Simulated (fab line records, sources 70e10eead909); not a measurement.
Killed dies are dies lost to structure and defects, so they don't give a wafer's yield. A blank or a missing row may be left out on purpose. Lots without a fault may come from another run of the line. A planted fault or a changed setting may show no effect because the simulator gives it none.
Chamber matching | flow nand_harc | NHARC_P_CONTACT_ALD_22 on ald_metal-01: 4 sister chambers
The step deposits TiN, target thk 3 nm, pulse time 1 s, ald cycles 150. 4 wafers are shown with their chamber, then 9 later ones without.

WAFERS WITH THEIR CHAMBER
wafer  | chamber | heater_power_w (W)
L082.3 | 0       | 1092
L082.5 | 2       | 962
L087.4 | 3       | 1220
L087.5 | 1       | 1063

WAFERS WITHOUT THEIR CHAMBER
wafer  | heater_power_w (W)
L092.1 | 955
L092.3 | 1234
L092.5 | 951
L093.3 | 1042
L093.5 | 1221
L093.6 | 990
L096.1 | 1116
L096.3 | 1176
L096.4 | 1051

WHICH CHAMBER EACH WENT THROUGH
wafer  | from the rows above     | in truth
L092.1 | 2                       | 2
L092.3 | 3                       | 3
L092.5 | 2                       | 2
L093.3 | can't be placed: 1 or 0 | 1
L093.5 | 3                       | 3
L093.6 | 2                       | 2
L096.1 | can't be placed: 0 or 1 | 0
L096.3 | can't be placed: 3 or 0 | 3
L096.4 | can't be placed: 1 or 0 | 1
Placed correctly: 5 of 9. Can't be placed from these rows: 4 (the true chamber is among the candidates in 4). Placed wrongly: 0.
How it was worked out, from the rows above alone: a wafer's distance from a chamber is the root of the sum, over the readings, of the square of ((its reading less the chamber's mean) divided by the reading's scatter). The wafer belongs to the nearest chamber; if the next one is less than 2 further off, it can't be placed. A chamber's mean is the mean of its shown wafers. The scatter: with one shown wafer a chamber, the root of the mean of the squares of how far each hidden wafer lies from its nearest shown one.
